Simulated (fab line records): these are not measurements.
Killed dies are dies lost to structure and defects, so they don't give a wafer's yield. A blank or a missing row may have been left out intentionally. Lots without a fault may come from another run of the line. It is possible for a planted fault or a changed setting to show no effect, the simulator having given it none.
Chamber matching -- flow n5-finfet -- N5_BEOL_M3_DEP_57 on pecvd-04 has 3 sister chambers
The step deposits SiCN from 3MS/NH3, target thk 8 nm, time 14 s. 18 wafers are shown with their chamber, then 9 later ones without.

== WAFERS, EACH WITH ITS CHAMBER ==
wafer,chamber,showerhead-plenum-p-Torr (Torr),showerhead-vpp-V (V),throttle-valve-pct (%)
L074.1,2,3.648,857,9.0
L074.3,0,3.647,863,9.5
L074.5,1,3.678,833,8.7
L080.3,1,3.673,840,9.0
L080.4,1,3.675,852,9.1
L080.5,0,3.640,858,9.3
L081.1,0,3.648,854,9.1
L081.2,2,3.652,866,9.2
L081.4,1,3.675,832,8.7
L087.2,0,3.651,864,9.3
L087.4,2,3.650,874,9.1
L087.6,0,3.638,867,9.2
L088.2,2,3.659,865,8.8
L088.5,1,3.685,829,8.8
L088.6,2,3.647,855,9.2
L090.3,2,3.643,870,9.3
L090.5,1,3.674,841,8.8
L090.6,2,3.657,869,9.0

SIGNATURES, as means of the wafers listed above
reading,chamber 0,chamber 1,chamber 2,scatter within a chamber
showerhead-plenum-p-Torr,3.64480,3.67667,3.65086,0.00523
showerhead-vpp-V,861.20,837.83,865.14,7.05
throttle-valve-pct,9.280,8.850,9.086,0.162
Rule: a wafer's distance from a chamber is the root of the sum, over the readings, of the square of ((its reading less the chamber's mean) divided by the reading's scatter). The wafer belongs to the nearest chamber; if the next one is less than 2 further off, it can't be placed. The scatter: the root of (the sum of the squares of (reading less its chamber's mean) over the shown wafers, divided by (wafers less chambers)).

== WAFERS WHOSE CHAMBER IS MISSING ==
wafer,showerhead-plenum-p-Torr (Torr),showerhead-vpp-V (V),throttle-valve-pct (%)
L094.1,3.670,833,8.8
L094.5,3.655,859,9.3
L094.6,3.664,860,9.3
L082.1,3.678,827,8.8
L082.3,3.650,856,9.3
L082.6,3.656,860,8.8
L096.3,3.666,871,9.3
L096.4,3.630,855,9.2
L096.6,3.681,844,8.6

== CHAMBER TAKEN BY EACH ==
wafer,from the rows above,in truth
L094.1,1,1
L094.5,can't be placed: 2 or 0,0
L094.6,can't be placed: 2 or 0 or 1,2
L082.1,1,1
L082.3,can't be placed: 0 or 2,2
L082.6,can't be placed: 2 or 0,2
L096.3,can't be placed: 2 or 0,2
L096.4,can't be placed: 0 or 2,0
L096.6,1,1
Correct placement for 3 of the 9. Can't be placed from these rows: 6 (the true chamber is among the candidates in 6). Wrongly placed: 0.
